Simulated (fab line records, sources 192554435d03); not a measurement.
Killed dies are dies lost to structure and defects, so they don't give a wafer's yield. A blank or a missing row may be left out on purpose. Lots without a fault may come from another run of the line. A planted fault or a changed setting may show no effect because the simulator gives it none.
fab line records | flow n5_finfet
record lots=10 wafers=30 last_day=17
route steps=1938 shown BEOL_M7@1300 PASSIVATION@1936
lots that met no fault: from a run of the same line without faults
start_h: hours from the record's first day to the start of the lot's first wafer shown | wait_h: hours since the lot's step before | " the same as in the row above | L1.1+2: a row that stands for several wafers | - no value, or no start given | * or withheld: withheld | < > ~ a bound
route shown NAME@n: a module of which the file shows steps, and the number in the route of the first | usual: mean/standard deviation of fault-free wafers | same: alike in all rows | chamber/n: place in a boat | sites: the reading at each site | _std_site: their standard deviation | _edge_site: outer sites' mean less inner sites' | radius_mm: how far each site lies from the wafer's centre | mask NAME#n: copy n | behind: the tool/chamber that last shaped the wafer | hold: why the lot was held/for how many hours/how that ended | device: the transistor (n, p or np) that didn't switch | end of line: the same wafers' tests at the end of the route | a step without rows: its recipe alone | killed: dies lost to structure and defects at the first sort, not the wafer's yield | map: a wafer's dies, x killed, . not, _ none there
set.NAME: the setting as run; set.NAME@STEP: as run at that earlier step | model.NAME: the simulator's own value behind a step, which no gauge read
steps of the route over a sample of lots; a table a step, a row a wafer
services: from which hour (start_h, from the record's first day; less than 0 if before it) a tool's chamber was out of use, for how many hours, and why
## steps
# step N5_BEOL_M7_ETCH_72
# recipe chemistry=N2/H2 target=underlayer target_depth_a=65 mask_material=CAR-EUV time_s=5.2 ion_energy_ev=200 pressure_mtorr=30 source_w=840 bias_w=150 n2_flow_sccm=200 h2_flow_sccm=200 ends=cleared
# usual bias_w=150.0/0.44 drypump_motor_current_A=5.9/0.57 etch_rf_on_time_s=5.18/0.069 h2_flow_sccm=199.9/0.62 oes_product_au=0.67/0.077 rf_fwd_power_W=819.4/2.4 rf_vpp_V=524/3.1 showerhead_plenum_p_Torr=2.56/0.099 throttle_valve_pct=17.81/0.22
# columns lot.wafer tool chamber start_h wait_h bias_w drypump_motor_current_A etch_rf_on_time_s h2_flow_sccm oes_product_au rf_fwd_power_W rf_hours_counter_h rf_vpp_V showerhead_plenum_p_Torr throttle_valve_pct
L916.3 rie_diel-03 2 193.48 0.0 150.0 5.4 5.18 199.9 0.63 817.0 189 523 2.52 18.09
L916.4 " 1 " " 149.9 6.1 5.17 200.8 0.63 822.0 145 529 2.66 17.90
L916.5 " 3 " " 150.0 6.4 5.21 199.9 0.78 822.3 - 530 2.70 17.47
L922.1 rie_diel-03 2 233.21 0.0 150.6 5.5 5.19 199.6 0.62 819.9 205 522 2.52 18.11
L922.3 " 3 " " 149.7 6.5 5.20 198.7 0.76 816.0 30 527 2.70 17.51
L922.5 " 0 " " 150.0 5.1 5.20 199.9 0.62 818.9 - 522 2.42 17.71
L923.1 rie_diel-03 1 244.77 0.0 150.2 6.1 5.24 200.9 0.61 820.7 163 526 2.65 17.94
L923.2 " 0 " " 149.6 5.1 5.18 199.9 0.61 818.8 188 519 2.42 17.73
L923.5 " 3 " " 149.7 6.4 5.23 199.9 0.75 821.0 - 527 2.69 17.50
L924.1 rie_diel-03 1 251.40 0.0 150.1 6.1 5.25 200.2 0.60 819.6 165 526 2.65 17.92
L924.5 " 2 " " 149.7 5.5 5.21 200.6 0.60 816.4 - 521 2.51 18.13
L924.6 " 1 " " 150.3 6.1 5.26 200.3 0.61 818.4 - 527 2.65 17.94
L929.1 rie_diel-03 0 278.32 0.0 150.2 5.1 5.23 199.9 0.60 815.3 198 518 2.42 17.70
L929.2 " 3 " " 149.6 6.4 5.17 199.2 0.72 817.1 43 529 2.69 17.52
L929.6 " 2 " " 149.8 5.5 5.28 200.2 0.60 815.5 - 525 2.51 18.15
L927.2 rie_diel-04 2 278.35 0.0 149.9 6.1 5.15 200.9 0.85 818.5 4 524 2.50 17.68
L927.4 " 1 " " 150.0 5.4 5.02 199.8 0.75 820.8 37 524 2.58 17.69
L927.6 " 1 " " 149.9 5.4 5.05 199.4 0.76 817.1 - 524 2.58 17.67
L932.3 rie_diel-01 3 298.15 0.0 149.8 6.2 5.10 200.6 0.65 817.4 141 522 2.44 17.75
L932.4 " 2 " " 149.9 6.6 5.02 199.6 0.76 816.8 27 522 2.49 17.87
L932.5 " 0 " " 149.5 5.9 5.07 200.0 0.75 816.8 - 528 2.69 17.59
L935.1 rie_diel-04 2 313.22 0.0 150.3 6.1 5.16 199.8 0.80 821.9 17 520 2.49 17.70
L935.4 " 0 " " 150.3 5.4 5.25 200.0 0.63 819.5 - 528 2.63 18.14
L935.6 " 2 " " 150.3 6.1 5.16 199.6 0.80 820.7 - 523 2.49 17.69
L937.2 rie_diel-04 0 330.61 0.0 150.7 5.4 5.27 199.4 0.61 819.6 210 527 2.63 18.17
L937.3 " 1 " " 150.5 5.4 5.06 198.9 0.74 818.5 57 524 2.57 17.73
L937.4 " 3 " " 150.8 6.8 5.14 200.0 0.84 822.7 3 528 2.71 17.28
L938.3 rie_diel-01 2 330.64 0.0 150.7 6.6 5.08 199.7 0.75 816.6 37 522 2.48 17.91
L938.4 " 3 " " 149.5 6.2 5.19 200.3 0.63 816.4 151 518 2.44 17.73
L938.5 " 1 " " 149.9 4.7 5.13 199.4 0.75 819.3 - 527 2.59 17.83
# step N5_BEOL_M7_DEGAS_44
# recipe ambient=vacuum temp_c=250 time_s=60
# usual heater_power_w=314/27
# columns lot.wafer tool chamber start_h wait_h heater_power_w
L916.3 pvd_sputter-03 - 194.72 0.3 338
L916.4 " - " " 288
L916.5 " - " " 288
L922.1 pvd_sputter-01 - 234.41 0.6 351
L922.3 " - " " 320
L922.5 " - " " 319
L923.1 pvd_sputter-02 - 245.75 0.3 310
L923.2 " - " " 332
L923.5 " - " " 285
L924.1 pvd_sputter-01 - 252.71 0.7 275
L924.5 " - " " 345
L924.6 " - " " 329
L927.2 pvd_sputter-03 - 279.78 0.2 332
L927.4 " - " " 282
L927.6 " - " " 287
L929.1 pvd_sputter-03 - 279.98 0.5 315
L929.2 " - " " 290
L929.6 " - " " 346
L932.3 pvd_sputter-03 - 299.65 0.6 328
L932.4 " - " " 308
L932.5 " - " " 292
L935.1 pvd_sputter-01 - 315.19 1.3 345
L935.4 " - " " 319
L935.6 " - " " 271
L938.3 pvd_sputter-03 - 331.78 0.4 291
L938.4 " - " " 291
L938.5 " - " " 285
L937.2 pvd_sputter-02 - 331.82 0.4 285
L937.3 " - " " 333
L937.4 " - " " 332
# step N5_BEOL_M7_CVD_78
# recipe material=Co target_thk_a=20 temp_c=withheld precursor=CCTBA/H2 pressure_torr=30 time_s=142.3
# columns lot.wafer tool chamber start_h wait_h
L916.3+4+5 cvd_co-02 2,2,0 195.33 0.1
L922.1+3+5 cvd_co-02 0,2,0 235.41 0.0
L923.1+2+5 cvd_co-01 0,1,2 247.21 0.1
L923.1+2+5 cvd_co-01 0,1,2 247.49 0.2
L924.1+5+6 cvd_co-02 1,2,0 253.37 0.2
L924.1+5+6 cvd_co-02 1,2,0 253.83 0.4
L927.2+4+6 cvd_co-02 0,1,0 280.41 0.0
L927.2+4+6 cvd_co-02 0,1,0 280.69 0.2
L929.1+2+6 cvd_co-01 2,1,2 280.62 0.2
L932.3+4+5 cvd_co-01 2,1,0 300.15 0.0
L935.1+4+6 cvd_co-02 0,0,2 315.81 0.1
L938.3+4+5 cvd_co-01 0,2,1 332.27 0.1
L937.2+3+4 cvd_co-01 2,0,0 332.48 0.0
# step N5_BEOL_M7_CMP_52
# recipe stop_on=SiCOH_lowk t_overpolish_s=6.9 down_force_psi=1 platen_rpm=50 clearing_platen_down_force_psi=1.5 clearing_platen_rpm=50 post_cmp_clean=cu_alkaline target_thk_nm=80 clearing_platen_pad_velocity_m_s=0.99484 pad_velocity_m_s=0.99484
# usual barrier_field_endpoint_s=29.0/0.69 clearing_platen_rpm=50.000/0.028 motor_current_A=6.1/0.59 overpolish_run_s=6.900/0.0094 pad_life_wafers=899/630 slurry_flow_ml_min=150.0/0.45 time_to_endpoint_s=64/3.1
# columns lot.wafer tool chamber start_h wait_h barrier_field_endpoint_s clearing_platen_rpm motor_current_A overpolish_run_s pad_life_wafers slurry_flow_ml_min time_to_endpoint_s
L916.4 cmp-02 2 196.68 0.1 29.3 49.987 7.3 6.917 546 150.6 63
L916.3 " 1 " " 28.9 50.013 5.3 6.909 549 150.2 63
L916.5 " 3 " " 30.4 49.986 6.6 6.908 - 150.4 66
L922.3 cmp-03 3 236.78 0.2 29.8 50.033 7.2 6.911 295 150.5 65
L922.1 " 0 " " 29.5 49.977 6.2 6.907 296 149.5 67
L922.5 " 3 " " 28.9 50.046 6.9 6.895 - 150.0 63
L923.2 cmp-04 3 248.57 0.2 30.6 50.025 5.9 6.910 1630 149.6 61
L923.1 " 0 " " 30.3 49.984 5.8 6.892 1631 150.2 59
L923.5 " 3 " " 31.4 49.990 6.0 6.900 - 149.6 62
L924.1 cmp-04 2 254.52 0.3 31.4 49.965 6.4 6.899 1696 150.5 66
L924.6 " 1 " " 30.9 50.040 6.1 6.899 - 151.3 65
L924.5 " 2 " " 31.7 49.990 6.3 6.910 - 150.0 65
L927.4 cmp-02 2 281.56 0.2 31.3 50.004 7.6 6.899 1165 150.0 61
L927.2 " 3 " " 31.1 49.921 7.0 6.896 1166 149.6 62
L927.6 " 1 " " 32.3 50.015 5.2 6.894 - 150.1 64
L929.2 cmp-04 3 281.68 0.3 28.9 49.989 5.9 6.901 1958 149.9 64
L929.1 " 0 " " 29.0 50.001 5.9 6.894 1959 149.7 66
L929.6 " 1 " " 29.6 50.042 6.2 6.915 - 149.8 65
L932.3 cmp-04 0 301.20 0.2 28.7 49.968 6.0 6.907 36 150.1 62
L932.4 " 1 " " 30.1 49.980 5.8 6.908 37 150.0 63
L932.5 " 1 " " 30.3 49.980 6.5 6.915 - 149.8 62
L935.4 cmp-04 3 316.84 0.1 29.5 50.032 5.6 6.880 186 149.9 66
L935.1 " 0 " " 28.0 50.007 5.7 6.916 187 149.4 61
L935.6 " 3 " " 28.6 50.022 5.8 6.891 - 150.0 62
L938.3 cmp-03 2 333.29 0.2 28.7 50.027 6.1 6.896 1128 149.8 64
L938.4 " 1 " " 28.8 50.037 6.4 6.898 1131 149.6 62
L938.5 " 2 " " 30.0 49.982 5.9 6.917 - 149.2 65
L937.3 cmp-02 2 333.48 0.2 29.0 49.962 7.4 6.899 1644 150.0 69
L937.4 " 0 " " 28.4 50.027 4.8 6.902 1646 148.7 61
L937.2 " 1 " " 28.3 50.003 5.0 6.896 1647 150.0 64
# step N5_BEOL_M7_DEP_56
# recipe material=SiCN target_thk_a=100 temp_c=withheld precursor=3MS/NH3 pressure_torr=3 rf_w=202 time_s=17.5
# usual rf_fwd_power_W=199.9/0.8 showerhead_plenum_p_Torr=3.667/0.0061 throttle_valve_pct=9.2/0.63
# columns lot.wafer tool chamber start_h wait_h rf_fwd_power_W showerhead_plenum_p_Torr throttle_valve_pct
L916.3 pecvd-01 0 197.04 0.0 200.0 3.672 9.8
L916.4 " 0 " " 201.2 3.670 9.5
L916.5 " 1 " " 199.7 3.657 9.3
L922.1 pecvd-02 0 237.10 0.0 199.2 3.673 9.0
L922.3 " 2 " " 199.9 3.654 8.4
L922.5 " 1 " " 200.4 3.664 9.1
L923.1 pecvd-03 1 248.89 0.0 198.8 3.669 9.8
L923.2 " 0 " " 199.7 3.674 9.8
L923.5 " 0 " " 200.1 3.671 9.8
L924.1 pecvd-03 1 254.85 0.0 200.0 3.660 9.9
L924.5 " 1 " " 199.2 3.676 10.1
L924.6 " 2 " " 200.9 3.661 9.3
L927.2 pecvd-03 2 281.90 0.0 200.5 3.664 9.1
L927.4 " 0 " " 199.8 3.666 9.8
L927.6 " 0 " " 201.0 3.668 9.6
L929.1 pecvd-01 1 281.97 0.0 200.8 3.669 9.3
L929.2 " 0 " " 200.4 3.676 9.7
L929.6 " 2 " " 198.6 3.665 8.3
L932.3 pecvd-01 1 301.56 0.0 200.1 3.659 9.3
L932.4 " 0 " " 198.7 3.665 9.9
L932.5 " 2 " " 198.8 3.667 8.1
L935.1 pecvd-01 1 317.19 0.0 200.4 3.656 9.2
L935.4 " 2 " " 198.5 3.683 8.1
L935.6 " 1 " " 200.4 3.660 9.2
L938.3 pecvd-03 1 333.64 0.0 199.2 3.667 9.9
L938.4 " 1 " " 199.8 3.654 10.2
L938.5 " 2 " " 199.6 3.666 9.1
L937.2 pecvd-01 1 333.84 0.0 201.1 3.668 9.4
L937.3 " 0 " " 200.0 3.669 9.9
L937.4 " 2 " " 198.5 3.671 8.1
# step N5_PASSIVATION_PROBE_49
# usual defect_limited_yield=91.7/1.5 killed_at_M0_to_M3=30/8.6 killed_at_M4_up=12/4.5 killed_at_contacts=13/5.8 killed_at_front_end=38/11 killed_at_other=4/3 killed_dies=97/17 killed_open=63/12 killed_short=32/8.8 sort_bin_5_function=4.8/0.91 sort_bin_6_memory=3.1/0.68 sort_bin_8_speed=0/0 sort_n_pass=1083/17 sort_yield_pct=91.7/1.5
# same gross_dies=1180 killed_at_back_side=0 sort_bin_4_leakage[%]=0
# columns lot.wafer tool chamber start_h wait_h defect_limited_yield[%] killed_at_M0_to_M3 killed_at_M4_up killed_at_contacts killed_at_front_end killed_at_other killed_dies killed_open killed_short sort_bin_5_function[%] sort_bin_6_memory[%] sort_bin_8_speed[%] sort_n_pass sort_yield_pct[%]
L916.3 prober-01 - 275.29 0.1 92.0 26 11 13 43 1 94 69 22 4.7 3.2 0 1086 92.0
L916.4 prober-01 - 275.34 0.2 89.1 34 9 21 57 8 129 94 34 6.2 4.0 0 1051 89.1
L916.5 prober-01 - 275.39 0.2 89.7 34 9 18 52 8 121 75 45 6.5 3.2 0 1059 89.7
L922.1 prober-02 - 310.06 0.0 92.7 9 5 30 39 3 86 58 27 4.7 2.4 0 1094 92.7
L922.3 prober-02 - 310.16 0.1 92.5 25 3 17 43 0 88 57 29 4.7 2.5 0 1092 92.5
L922.5 prober-02 - 310.26 0.2 93.6 17 7 12 40 0 76 37 37 3.7 2.2 0 1104 93.6
L923.1 prober-01 - 318.37 0.0 91.2 33 12 11 45 3 104 70 32 5.3 3.2 0 1076 91.2
L923.2 prober-01 - 318.42 0.1 94.1 24 9 7 29 1 70 40 29 3.4 2.3 0 1110 94.1
L923.5 prober-01 - 318.57 0.2 91.9 33 13 7 39 3 95 49 43 4.4 3.2 0 1085 91.9
L924.1 prober-02 - 325.48 0.0 91.9 27 9 14 43 2 95 60 34 4.7 3.2 0 1085 91.9
L924.5 prober-02 - 325.68 0.2 92.7 21 22 13 30 0 86 54 26 4.5 2.3 0.08 1094 92.7
L924.6 prober-02 - 325.73 0.3 92.5 34 6 20 28 1 89 60 25 5.0 2.3 0.08 1091 92.5
L927.2 prober-02 - 357.05 0.1 92.9 19 16 15 32 2 84 60 21 3.7 3.1 0 1096 92.9
L927.4 prober-02 - 357.15 0.2 92.6 21 9 7 43 7 87 54 32 4.5 2.7 0 1093 92.6
L927.6 prober-02 - 357.25 0.3 93.3 17 12 18 30 2 79 56 22 3.7 2.9 0 1101 93.3
L929.1 prober-02 - 363.43 0.0 95.3 22 10 10 12 2 56 40 16 2.5 2.1 0 1124 95.3
L929.2 prober-02 - 363.48 0.1 94.7 28 8 2 24 1 63 39 21 3.6 1.6 0 1117 94.7
L929.6 prober-02 - 363.68 0.3 94.5 15 6 16 26 2 65 49 15 3.2 1.9 0 1115 94.5
L932.3 prober-01 - 373.49 0.1 92.4 18 11 15 43 3 90 63 27 4.7 2.6 0 1090 92.4
L932.4 prober-01 - 373.54 0.2 93.6 22 18 8 25 3 76 63 13 3.8 2.6 0 1104 93.6
L932.5 prober-01 - 373.59 0.2 93.2 19 21 13 23 4 80 53 27 3.6 3.1 0 1100 93.2
L935.1 prober-02 - 391.01 0.0 89.5 55 8 6 52 3 124 81 39 5.8 4.2 0 1056 89.5
L935.4 prober-02 - 391.16 0.2 91.9 33 9 7 43 4 96 58 36 5.0 3.1 0 1084 91.9
L935.6 prober-02 - 391.26 0.3 92.5 33 7 8 37 4 89 47 39 3.9 3.6 0 1091 92.5
L938.3 prober-01 - 415.91 0.1 92.4 35 9 15 26 5 90 56 32 4.2 3.0 0 1090 92.4
L938.4 prober-01 - 415.96 0.2 93.0 37 8 8 25 5 83 58 22 4.3 2.3 0 1097 93.0
L938.5 prober-01 - 416.01 0.2 91.5 44 13 19 24 0 100 65 34 5.1 3.1 0 1080 91.5
L937.2 prober-02 - 417.83 0.1 93.1 26 10 12 33 1 82 47 34 4.3 2.3 0 1098 93.1
L937.3 prober-02 - 417.88 0.1 90.8 31 11 20 44 3 109 69 38 5.3 3.7 0 1071 90.8
L937.4 prober-02 - 417.93 0.2 90.3 38 21 15 34 6 114 65 47 5.8 3.6 0 1066 90.3
# killed by level:class
L916.3 STI_FIN_REVEAL:geometric_particle:open=21 BEOL_M0_SAQP:geometric_particle:open=8 MOL_CONTACT_COAG:geometric_particle:open=8 BEOL_M3:geometric_particle:open=8 BEOL_M4:geometric_particle:open=7 GATE_CUT:geometric_particle:short=6 BEOL_M0_SAQP:geometric_particle:short=5 MOL_CONTACT_COAG:geometric_particle:short=5
L916.4 STI_FIN_REVEAL:geometric_particle:open=37 MOL_CONTACT_COAG:geometric_particle:open=19 BEOL_M0_SAQP:geometric_particle:short=10 BEOL_M0_SAQP:geometric_particle:open=7 STI_FIN_REVEAL:geometric_particle:short=6 BEOL_M2:geometric_particle:open=5 BEOL_M4:geometric_particle:open=5 FIN_SAQP:geometric_particle:open=3
L916.5 STI_FIN_REVEAL:geometric_particle:open=18 MOL_CONTACT_COAG:geometric_particle:open=14 BEOL_M0_SAQP:geometric_particle:open=12 BEOL_M0_SAQP:geometric_particle:short=7 BEOL_M2:geometric_particle:open=6 GATE_CUT:geometric_particle:short=6 FIN_SAQP:geometric_particle:short=5 PASS1_CAP:geometric_particle:short=5
L922.1 MOL_CONTACT_COAG:geometric_particle:open=23 FIN_SAQP:geometric_particle:short=8 MOL_CONTACT_COAG:geometric_particle:short=7 STI_FIN_REVEAL:geometric_particle:open=6 GATE_CUT:geometric_particle:open=5 GATE_CUT:geometric_particle:short=5 FIN_SAQP:geometric_particle:open=3 DUMMY_GATE:geometric_particle:open=3
L922.3 MOL_CONTACT_COAG:geometric_particle:open=12 BEOL_M0_SAQP:geometric_particle:open=11 STI_FIN_REVEAL:geometric_particle:open=7 FIN_SAQP:geometric_particle:short=6 MOL_CONTACT_COAG:geometric_particle:short=5 BEOL_M0_SAQP:geometric_particle:short=5 ILD0:geometric_particle:open=4 GATE_CUT:geometric_particle:short=4
L922.5 FIN_SAQP:geometric_particle:short=14 MOL_CONTACT_COAG:geometric_particle:open=10 GATE_CUT:geometric_particle:short=8 BEOL_M1:geometric_particle:open=5 GATE_CUT:geometric_particle:open=3 BEOL_M0_SAQP:geometric_particle:short=3 BEOL_M0_SAQP:geometric_particle:open=3 STARTING-WAFER:geometric_particle:short=3
L923.1 STI_FIN_REVEAL:geometric_particle:open=15 FIN_SAQP:geometric_particle:short=10 MOL_CONTACT_COAG:geometric_particle:open=10 BEOL_M1:geometric_particle:open=9 FIN_SAQP:geometric_particle:open=8 BEOL_M3:geometric_particle:open=6 BEOL_M0_SAQP:geometric_particle:open=5 BEOL_M3:geometric_particle:short=5
L923.2 FIN_SAQP:geometric_particle:short=13 BEOL_M3:geometric_particle:open=6 MOL_CONTACT_COAG:geometric_particle:open=6 STI_FIN_REVEAL:geometric_particle:open=5 BEOL_M1:geometric_particle:open=5 BEOL_M2:geometric_particle:open=5 FIN_SAQP:geometric_particle:open=4 BEOL_M1:geometric_particle:short=3
L923.5 FIN_SAQP:geometric_particle:short=13 BEOL_M0_SAQP:geometric_particle:short=9 BEOL_M0_SAQP:geometric_particle:open=8 FIN_SAQP:geometric_particle:open=6 STI_FIN_REVEAL:geometric_particle:open=6 BEOL_M1:geometric_particle:open=6 MOL_CONTACT_COAG:geometric_particle:open=5 BEOL_M2:geometric_particle:open=5
L924.1 MOL_CONTACT_COAG:geometric_particle:open=13 FIN_SAQP:geometric_particle:short=10 GATE_CUT:geometric_particle:open=8 BEOL_M3:geometric_particle:open=8 GATE_CUT:geometric_particle:short=7 DUMMY_GATE:geometric_particle:open=6 BEOL_M0_SAQP:geometric_particle:short=6 BEOL_M0:geometric_particle:open=4
L924.5 MOL_CONTACT_COAG:geometric_particle:open=11 GATE_CUT:geometric_particle:short=7 BEOL_M0_SAQP:geometric_particle:open=7 BEOL_M3:geometric_particle:open=5 BEOL_M8:geometric_particle:open=5 BEOL_M0_SAQP:geometric_particle:short=4 BEOL_M7:geometric_particle:open=4 FIN_SAQP:geometric_particle:short=3
L924.6 MOL_CONTACT_COAG:geometric_particle:open=16 BEOL_M3:geometric_particle:open=10 DUMMY_GATE:geometric_particle:open=6 BEOL_M0_SAQP:geometric_particle:open=6 BEOL_M0_SAQP:geometric_particle:short=5 STI_FIN_REVEAL:geometric_particle:open=4 MOL_CONTACT_COAG:geometric_particle:short=4 BEOL_M1:geometric_particle:open=4
L927.2 MOL_CONTACT_COAG:geometric_particle:open=13 DUMMY_GATE:geometric_particle:open=11 BEOL_M4:geometric_particle:open=6 BEOL_M2:geometric_particle:open=5 DUMMY_GATE:geometric_particle:short=4 BEOL_M0:geometric_particle:open=4 STI_FIN_REVEAL:geometric_particle:open=3 BEOL_M5:geometric_particle:open=3
L927.4 STI_FIN_REVEAL:geometric_particle:open=11 FIN_SAQP:geometric_particle:short=9 MOL_CONTACT_COAG:geometric_particle:open=6 FIN_SAQP:geometric_particle:open=5 BEOL_M0_SAQP:geometric_particle:short=5 STI_FIN_REVEAL:geometric_particle:short=4 BEOL_M0:geometric_particle:open=4 BEOL_M2:geometric_particle:open=4
L927.6 MOL_CONTACT_COAG:geometric_particle:open=15 FIN_SAQP:geometric_particle:open=6 STI_FIN_REVEAL:geometric_particle:open=5 BEOL_M2:geometric_particle:open=4 BEOL_M0:geometric_particle:open=4 BEOL_M4:geometric_particle:short=4 DUMMY_GATE:geometric_particle:open=3 MOL_CONTACT_COAG:geometric_particle:short=3
L929.1 BEOL_M3:geometric_particle:open=9 MOL_CONTACT_COAG:geometric_particle:open=8 GATE_CUT:geometric_particle:short=5 BEOL_M6:geometric_particle:open=5 BEOL_M0_SAQP:geometric_particle:short=4 BEOL_M1:geometric_particle:open=4 BEOL_M0_SAQP:geometric_particle:open=3 BEOL_M5:geometric_particle:open=3
L929.2 BEOL_M0_SAQP:geometric_particle:short=8 STI_FIN_REVEAL:geometric_particle:open=5 BEOL_M3:geometric_particle:open=5 FIN_SAQP:geometric_particle:open=4 BEOL_M1:geometric_particle:open=4 BEOL_M6:geometric_particle:open=4 BEOL_M1:geometric_particle:short=3 STARTING-WAFER:geometric_particle:open=3
L929.6 MOL_CONTACT_COAG:geometric_particle:open=13 FIN_SAQP:geometric_particle:open=5 STI_FIN_REVEAL:geometric_particle:open=5 BEOL_M1:geometric_particle:open=4 STARTING-WAFER:geometric_particle:open=4 MOL_CONTACT_COAG:geometric_particle:short=3 BEOL_M0_SAQP:geometric_particle:open=3 STARTING-WAFER:geometric_particle:short=3
L932.3 MOL_CONTACT_COAG:geometric_particle:open=13 FIN_SAQP:geometric_particle:open=11 FIN_SAQP:geometric_particle:short=9 STARTING-WAFER:geometric_particle:open=5 STI_FIN_REVEAL:geometric_particle:open=4 DUMMY_GATE:geometric_particle:open=4 BEOL_M4:geometric_particle:open=4 ILD0:geometric_particle:short=3
L932.4 STI_FIN_REVEAL:geometric_particle:open=15 BEOL_M3:geometric_particle:open=7 MOL_CONTACT_COAG:geometric_particle:open=6 FIN_SAQP:geometric_particle:open=5 BEOL_M1:geometric_particle:open=5 BEOL_M4:geometric_particle:open=5 BEOL_M8:geometric_particle:open=5 BEOL_M0_SAQP:geometric_particle:short=4
L932.5 BEOL_M4:geometric_particle:open=12 MOL_CONTACT_COAG:geometric_particle:open=10 STI_FIN_REVEAL:geometric_particle:open=6 BEOL_M0_SAQP:geometric_particle:short=6 FIN_SAQP:geometric_particle:open=4 BEOL_M1:geometric_particle:open=4 FIN_SAQP:geometric_particle:short=3 MOL_CONTACT_COAG:geometric_particle:short=3
L935.1 STI_FIN_REVEAL:geometric_particle:open=17 BEOL_M0_SAQP:geometric_particle:open=15 BEOL_M1:geometric_particle:open=9 BEOL_M3:geometric_particle:open=9 FIN_SAQP:geometric_particle:short=7 BEOL_M3:geometric_particle:short=7 BEOL_M0_SAQP:geometric_particle:short=7 FIN_SAQP:geometric_particle:open=6
L935.4 STI_FIN_REVEAL:geometric_particle:open=18 BEOL_M0_SAQP:geometric_particle:short=12 GATE_CUT:geometric_particle:short=8 BEOL_M0_SAQP:geometric_particle:open=6 MOL_CONTACT_COAG:geometric_particle:open=6 STI_FIN_REVEAL:geometric_particle:short=5 BEOL_M2:geometric_particle:open=5 BEOL_M0:geometric_particle:open=4
L935.6 FIN_SAQP:geometric_particle:short=13 BEOL_M3:geometric_particle:open=9 FIN_SAQP:geometric_particle:open=7 GATE_CUT:geometric_particle:short=7 BEOL_M2:geometric_particle:open=7 MOL_CONTACT_COAG:geometric_particle:open=6 BEOL_M0_SAQP:geometric_particle:open=6 BEOL_M0_SAQP:geometric_particle:short=5
L938.3 MOL_CONTACT_COAG:geometric_particle:open=14 BEOL_M3:geometric_particle:open=12 FIN_SAQP:geometric_particle:short=7 BEOL_M1:geometric_particle:open=6 BEOL_M0_SAQP:geometric_particle:open=6 BEOL_M3:geometric_particle:short=5 BEOL_M4:geometric_particle:open=4 GATE_CUT:geometric_particle:short=3
L938.4 BEOL_M3:geometric_particle:open=11 STI_FIN_REVEAL:geometric_particle:open=8 BEOL_M1:geometric_particle:open=7 BEOL_M0_SAQP:geometric_particle:open=6 MOL_CONTACT_COAG:geometric_particle:open=5 BEOL_M0_SAQP:geometric_particle:short=4 DUMMY_GATE:geometric_particle:open=3 GATE_CUT:geometric_particle:open=3
L938.5 MOL_CONTACT_COAG:geometric_particle:open=14 BEOL_M1:geometric_particle:open=12 BEOL_M2:geometric_particle:open=11 FIN_SAQP:geometric_particle:short=8 BEOL_M0_SAQP:geometric_particle:open=8 BEOL_M4:geometric_particle:open=6 BEOL_M0_SAQP:geometric_particle:short=5 STARTING-WAFER:geometric_particle:open=5
L937.2 MOL_CONTACT_COAG:geometric_particle:open=9 BEOL_M0_SAQP:geometric_particle:short=9 STI_FIN_REVEAL:geometric_particle:open=7 FIN_SAQP:geometric_particle:open=6 FIN_SAQP:geometric_particle:short=5 GATE_CUT:geometric_particle:short=5 BEOL_M1:geometric_particle:open=5 BEOL_M2:geometric_particle:open=5
L937.3 MOL_CONTACT_COAG:geometric_particle:open=15 FIN_SAQP:geometric_particle:short=13 BEOL_M2:geometric_particle:open=10 STI_FIN_REVEAL:geometric_particle:open=6 BEOL_M1:geometric_particle:open=6 FIN_SAQP:geometric_particle:open=5 MOL_CONTACT_COAG:geometric_particle:short=5 STI_FIN_REVEAL:geometric_particle:short=4
L937.4 MOL_CONTACT_COAG:geometric_particle:open=10 BEOL_M2:geometric_particle:open=8 BEOL_M4:geometric_particle:open=8 FIN_SAQP:geometric_particle:open=7 GATE_CUT:geometric_particle:short=7 BEOL_M0_SAQP:geometric_particle:short=7 BEOL_M3:geometric_particle:short=7 BEOL_M1:geometric_particle:open=6
## services
# columns tool chamber start_h hours kind
rie_diel-03 1 175.27 12.3 repair
cmp-02 - 184.71 0.3 repair
pecvd-03 2 185.47 8.2 repair
pecvd-03 - 193.15 14.6 pm
rie_diel-04 3 193.45 8.9 repair
cmp-03 - 196.07 4.0 pm
rie_diel-04 - 211.67 2.8 pm
cmp-02 - 214.46 3.9 repair
rie_diel-01 - 217.33 9.7 repair
rie_diel-04 - 217.33 2.1 repair
cvd_co-01 - 228.17 6.0 pm
pecvd-03 - 228.69 2.8 pm
cmp-02 - 229.11 3.4 repair
rie_diel-01 - 229.97 2.8 pm
pecvd-01 - 232.63 14.6 pm
cmp-02 - 233.99 3.5 repair
rie_diel-04 1 239.23 6.4 repair
cmp-02 - 245.13 5.6 repair
cmp-03 - 252.05 1.9 repair
cmp-02 - 262.98 0.3 repair
cmp-02 - 275.49 1.8 repair
pecvd-03 1 280.50 2.5 repair
cmp-04 - 292.04 4.0 pm
cvd_co-02 - 325.19 0.4 repair
## key
first_sign step=N5_BEOL_M7_CVD_78 reading=visit direction=added
effect step=N5_BEOL_M7_CMP_52 reading=barrier_field_endpoint_s direction=up sigmas=3.3 usual=29.0 struck=31.2
met_at N5_BEOL_M7_CVD_78
struck_lots L923,L924,L927
not_acting_at N5_BEOL_M7_ETCH_72,N5_BEOL_M7_DEGAS_44,N5_BEOL_M7_DEP_56
fault kind=repeated_step_whole tool=cvd_co-01,cvd_co-02 chamber=- onset_h=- steps=N5_BEOL_M7_CVD_78 times=1 scope=struck_lots_only
